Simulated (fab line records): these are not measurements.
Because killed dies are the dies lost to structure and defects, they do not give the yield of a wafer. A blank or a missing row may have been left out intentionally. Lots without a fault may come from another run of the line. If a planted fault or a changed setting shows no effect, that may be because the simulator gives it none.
Chamber matching | flow nand harc | NHARC_A_CHANNEL_HOLE_D1_DESCUM_15 on rie diel-11 has 4 sister chambers
The step chemistry O2, time 3 s. 4 wafers are shown with their chamber, then 11 later ones without.

## WAFERS WITH THEIR CHAMBER
wafer  | chamber | drypump motor current A (A)
L116.3 | 1       | 6.7
L123.1 | 3       | 5.1
L123.3 | 2       | 5.2
L125.1 | 0       | 5.9

## WAFERS WITH NO CHAMBER GIVEN
wafer  | drypump motor current A (A)
L125.4 | 6.7
L125.6 | 5.2
L126.1 | 5.1
L126.3 | 6.7
L126.5 | 5.9
L127.3 | 5.9
L127.4 | 6.7
L127.5 | 5.0
L128.1 | 6.7
L128.4 | 5.2
L128.5 | 5.1

## WHICH CHAMBER EACH ONE RAN IN
wafer  | from the rows above | in truth
L125.4 | 1                   | 1
L125.6 | 2                   | 2
L126.1 | 3                   | 3
L126.3 | 1                   | 1
L126.5 | 0                   | 0
L127.3 | 0                   | 0
L127.4 | 1                   | 1
L127.5 | 3                   | 3
L128.1 | 1                   | 1
L128.4 | 2                   | 2
L128.5 | 3                   | 3
Correctly placed: 11 of 11. From these rows, 0 cannot be placed. 0 placed wrongly.
How it was worked out, from the rows above alone: a wafer's distance from a chamber is the root of the sum, over the readings, of the square of ((its reading less the chamber's mean) divided by the reading's scatter). If the next closest chamber is less than 2 further off than the closest, the wafer can't be placed; otherwise it belongs to the closest. A chamber's mean is the mean of its shown wafers. The scatter: root of mean squared gap, hidden wafer to nearest shown wafer, with one shown wafer a chamber.
